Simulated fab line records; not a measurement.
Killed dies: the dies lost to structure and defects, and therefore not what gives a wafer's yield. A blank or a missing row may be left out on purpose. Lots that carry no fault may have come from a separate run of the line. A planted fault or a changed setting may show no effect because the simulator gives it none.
A lot that was struck, set against a sound lot || flow n5-finfet || 15 out of 1938 route steps
Sound: the wafers L460.1, L460.4, L460.5. Wafers struck: L471.1, L471.2, L471.3. At the end, the cause is stated.
Per side, at each step with rows, come the tool, then ch with its chambers, and then its first start. Under that, the readings that differ: sound wafers || struck wafers || difference of the means || sigmas: that difference in standard deviations of wafers without a fault.
alike: same words and numbers on both sides, and readings whose means sit less than 2 such deviations apart. not compared: any withheld reading, any reading some wafer has no value for, any bound like >300 that may hide the same value, and any number with overlapping values for which the record gives no deviation.
Wherever a step has rows on one side only, a row that says differs or no value, or a row with sigmas, the two part there. Non-overlapping numbers with no deviation appear without sigmas and do not part them. A reading missing from all wafers of one side parts the sides only when that side holds two or more wafers.

N5_MOL_CONTACT_COAG_DESCUM_13: chemistry O2, time 7 s.
  sound on rie-diel-06 ch 1,2, day 5 14:14; struck on rie-diel-05 ch 0,2,3, day 8 09:17
  alike: drypump-motor-current-A, oes-product-au, rf-fwd-power-W, rf-vpp-V, showerhead-plenum-p-Torr, throttle-valve-pct
  not compared: rf-hours-counter-h
then, 1 step without rows for these wafers: N5_MOL_CONTACT_COAG_ETCH_59 (etches underlayer in N2/H2, target depth 13 nm, time 10.4 s).
N5_MOL_CONTACT_COAG_ETCH_105: etches SiARC in CF4, target depth 15.6 nm, time 26 s.
  sound on rie-diel-06 ch 1,2, day 5 14:17; struck on rie-diel-05 ch 0,2,3, day 8 09:20
  alike: drypump-motor-current-A, etch-rf-on-time-s, oes-product-au, rf-fwd-power-W, rf-vpp-V, showerhead-plenum-p-Torr, throttle-valve-pct
  not compared: rf-hours-counter-h
then, 3 steps without rows for these wafers: N5_MOL_CONTACT_COAG_ETCH_106 (etches SOC in N2/H2, target depth 80 nm, overetch 16 nm, time 120 s); N5_MOL_CONTACT_COAG_STRIP_107 (strips in N2/H2); N5_MOL_CONTACT_COAG_STRIP_108 (strips in N2/H2).
N5_MOL_CONTACT_COAG_CONTACT_ETCH_14: etches SiO2 in C4F6/O2, target depth 27.5 nm, overetch 8.5 nm, time 20 s.
  sound on rie-diel-06 ch 1,2, day 5 14:25; struck on rie-diel-05 ch 0,2,3, day 8 09:28
  alike: drypump-motor-current-A, oes-product-au, rf-fwd-power-W, rf-vpp-V, showerhead-plenum-p-Torr, throttle-valve-pct
  not compared: rf-hours-counter-h
then, 1 step without rows for these wafers: N5_MOL_CONTACT_COAG_STRIP_109 (strips in C4F6/O2).
N5_MOL_CONTACT_COAG_ETCH_15: etches SiNx in CH3F/O2, stops on Si:P, target depth 7 nm.
  sound on rie-diel-06 ch 1,2, day 5 14:27; struck on rie-diel-05 ch 0,2,3, day 8 09:30
  alike: drypump-motor-current-A, oes-product-au, rf-fwd-power-W, rf-vpp-V, showerhead-plenum-p-Torr, throttle-valve-pct
  not compared: rf-hours-counter-h
N5_MOL_CONTACT_COAG_ETCH_110: etches Si in CF4/O2, target depth 2.5 nm, time 8 s.
  sound on rie-diel-06 ch 1,2, day 5 14:31; struck on rie-diel-05 ch 0,2,3, day 8 09:34
  alike: drypump-motor-current-A, oes-product-au, rf-fwd-power-W, rf-vpp-V, showerhead-plenum-p-Torr, throttle-valve-pct
  not compared: rf-hours-counter-h
then, 1 step without rows for these wafers: N5_MOL_CONTACT_COAG_STRIP_98 (strips in N2/H2).
N5_MOL_CONTACT_COAG_CD_MEAS_99: target cd 17.2 nm.
  sound on cd-sem-02, day 5 14:38; struck on cd-sem-02, day 8 09:41
  alike: cd-nm
N5_MOL_CONTACT_COAG_IMPLANT_129:
  sound on implanter-02 ch 0, day 5 14:40; struck on implanter-01 ch 0, day 8 09:43
{"reading": "beam-on-s (s)", "sound": "42.8 41.7 41.5", "struck": "20.1 19.5 20.5", "difference": -22.0, "sigmas": -10}
{"reading": "dose-ions-cm2", "sound": "6e+14 6.009e+14 6.006e+14", "struck": "3.097e+14 3.09e+14 3.097e+14", "difference": -2.910e+14, "sigmas": "-99 or more"}
{"reading": "end-station-pressure-torr (Torr)", "sound": "5.8e-06 5.9e-06 5.5e-06", "struck": "6.2e-06 6.7e-06 6.6e-06", "difference": "+7.7e-07", "sigmas": "+2"}
then, 1 step without rows for these wafers: N5_MOL_CONTACT_COAG_PRECLEAN_111 (cleans in NF3:NH3, afs cycles 1, time 20 s, sublimation time 60 s).
-- a jump in the record: the struck wafers' starts before and after are 8 days apart (it breaks off in module MOL_CONTACT_COAG and resumes in module PASSIVATION, where the first step shown is number 1936 of the route) --
N5_PASSIVATION_PROBE_49:
  sound on prober-02, day 14 02:38; struck on prober-01, day 16 08:20
{"reading": "killed-at-front-end", "sound": "86 61 59", "struck": "35 38 49", "difference": -28, "sigmas": -2}
  alike: killed_at_M0_to_M3, killed_at_M4_up, killed-at-contacts, killed-at-other, killed-dies, killed-open, killed-short

== WHERE THEY PART ==
Earliest at N5_MOL_CONTACT_COAG_IMPLANT_129; latest, in this record, at N5_PASSIVATION_PROBE_49.

WHY: what the simulator had put in
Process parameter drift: implanter-01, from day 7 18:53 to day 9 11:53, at N5_MOL_CONTACT_COAG_IMPLANT_129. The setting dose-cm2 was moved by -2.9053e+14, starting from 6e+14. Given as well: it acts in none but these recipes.
